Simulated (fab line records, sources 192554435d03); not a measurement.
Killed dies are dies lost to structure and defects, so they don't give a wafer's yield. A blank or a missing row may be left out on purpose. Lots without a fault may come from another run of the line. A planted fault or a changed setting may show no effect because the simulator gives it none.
One fault seen from 2 desks | flow n5_finfet | each desk has only its own numbers; what lay behind them comes last

THE METROLOGY DESK
What the gauges read, lot by lot, whatever tool the lot ran on: means of the sampled wafers that have a number. A lot is out of limits, marked OUT, if its mean lies more than 4 standard deviations from the usual mean; the brackets give that distance. Of its 11 readings 7 are shown: the one that was out of limits first, and those that lie furthest out on some lot.
Columns: A = cd_nm at N5_SD_EPI_N_CD_MEAS_09, usual 119.9 nm; B = IOFF_P at N5_BEOL_M4_RC_MEAS_101, usual 0.21 nA/um; C = ION_N at N5_BEOL_M4_RC_MEAS_101, usual 672 uA/um; D = ION_P at N5_BEOL_M4_RC_MEAS_101, usual 462 uA/um; E = SS_P at N5_BEOL_M4_RC_MEAS_101, usual 73.2 mV/dec; F = VT_N at N5_BEOL_M4_RC_MEAS_101, usual 250 mV; G = VT_P at N5_BEOL_M4_RC_MEAS_101, usual -250 mV
lot  | first seen here | A              | B    | C   | D   | E    | F   | G
L850 | day 3 12:04     | 119.7          | 0.23 | 677 | 469 | 73.5 | 248 | -247
L851 | day 3 19:58     | 119.8          | 0.16 | 665 | 455 | 72.9 | 255 | -256
L852 | day 4 01:11     | 119.2          | 0.16 | 670 | 456 | 72.8 | 251 | -254
L853 | day 4 09:07     | 119.6          | 0.21 | 667 | 458 | 73.4 | 249 | -248
L854 | day 4 15:48     | 119.2          | 0.20 | 677 | 461 | 73.7 | 252 | -253
L855 | day 4 22:19     | 119.7          | 0.17 | 665 | 454 | 73.6 | 254 | -256
L859 | day 5 20:07     | 80.1 (-62) OUT | 0.21 | 681 | 466 | 72.9 | 251 | -246
L860 | day 6 02:35     | 120.0          | 0.20 | 672 | 461 | 74.2 | 250 | -250
L862 | day 6 13:11     | 80.7 (-61) OUT | 0.20 | 667 | 464 | 73.0 | 253 | -251
L863 | day 6 21:01     | 120.6          | 0.22 | 673 | 464 | 73.4 | 248 | -250
L864 | day 6 23:53     | 120.6          | 0.27 | 694 | 479 | 73.6 | 245 | -245
L865 | day 7 05:37     | 119.7          | 0.22 | 688 | 466 | 73.5 | 246 | -250
L866 | day 7 11:23     | 120.0          | 0.23 | 684 | 464 | 72.8 | 247 | -248
L867 | day 7 18:44     | 119.2          | 0.24 | 683 | 467 | 73.6 | 249 | -249
This desk's finding: out of limits on L859, L862; first on L859, day 5 20:07 (cd_nm at N5_SD_EPI_N_CD_MEAS_09). In limits: L850, L851, L852, L853, L854, L855, L860, L863, L864, L865, L866, L867.

THE TOOL OWNER'S DESK: litho_track-01
The tool's own readings at N5_SD_EPI_N_PEB_07 (peb time 60 s): means of the sampled wafers that have a number, for each lot that ran on this tool. A lot is out of limits, marked OUT, if its mean lies more than 4 standard deviations from the usual mean; the brackets give that distance.
Columns: A = heater_power_total_W at N5_SD_EPI_N_PEB_07, usual 175.6 W
lot  | first seen here | A
L850 | day 3 11:59     | 175.6
L853 | day 4 09:02     | 176.3
L859 | day 5 20:02     | 306.3 (+82) OUT
L862 | day 6 13:07     | 306.0 (+82) OUT
This desk's finding: out of limits on L859, L862; first on L859, day 5 20:02 (heater_power_total_W at N5_SD_EPI_N_PEB_07). In limits: L850, L853.

PUT TOGETHER
The tool owner's desk could have raised an alarm at day 5 20:02, on L859, L862.
The metrology desk could have raised an alarm at day 5 20:07, on L859, L862.
Of the lots named, all ran N5_SD_EPI_N_PEB_07 on litho_track-01.

WHAT THE SIMULATOR HAD PUT IN
Process parameter drift: litho_track-01, from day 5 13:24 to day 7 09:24, at N5_SD_EPI_N_PEB_07. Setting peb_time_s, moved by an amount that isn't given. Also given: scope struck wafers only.
Lots struck among those shown: L859, L862.
Hours from the fault's start to each desk's first reading out of limits: the tool owner's desk, 7; the metrology desk, 7.
